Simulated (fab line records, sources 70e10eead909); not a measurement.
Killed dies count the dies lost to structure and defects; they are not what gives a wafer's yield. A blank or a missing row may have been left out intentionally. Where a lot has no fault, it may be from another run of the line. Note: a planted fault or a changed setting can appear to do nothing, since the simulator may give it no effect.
Chamber matching -- flow nand_harc -- NHARC_P_M1_DEP_33 on pecvd-01 has 3 sister chambers
The step deposits SiCN, target thk 30 nm. 3 wafers are shown with their chamber, then 10 later ones without.

== WAFERS WITH THEIR CHAMBER ==
wafer,chamber,heater_power_w (W)
L081.6,2,577
L085.4,1,703
L089.4,0,521

== WAFERS MISSING THEIR CHAMBER ==
wafer,heater_power_w (W)
L089.6,503
L088.1,602
L088.2,614
L088.4,519
L090.1,578
L090.3,646
L090.5,568
L097.2,706
L097.4,561
L097.6,656

== WHICH CHAMBER EACH ONE RAN IN ==
wafer,from the rows above,in truth
L089.6,can't be placed: 0 or 2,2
L088.1,can't be placed: 2 or 0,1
L088.2,can't be placed: 2 or 1 or 0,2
L088.4,can't be placed: 0 or 2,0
L090.1,can't be placed: 2 or 0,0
L090.3,can't be placed: 1 or 2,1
L090.5,can't be placed: 2 or 0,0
L097.2,1,1
L097.4,can't be placed: 2 or 0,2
L097.6,can't be placed: 1 or 2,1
1 of 10 placed correctly. Unplaceable from these rows: 9, with the true chamber sitting among the candidates in 8. 0 placed wrongly.
How it was worked out, from the rows above alone: a wafer's distance from a chamber is the root of the sum, over the readings, of the square of ((its reading less the chamber's mean) divided by the reading's scatter). The wafer belongs to the nearest chamber; if the next one is less than 2 further off, it can't be placed. For every chamber, the mean is computed from those of its wafers that are shown. The scatter: with one shown wafer a chamber, the root of the mean of the squares of how far each hidden wafer lies from its nearest shown one.
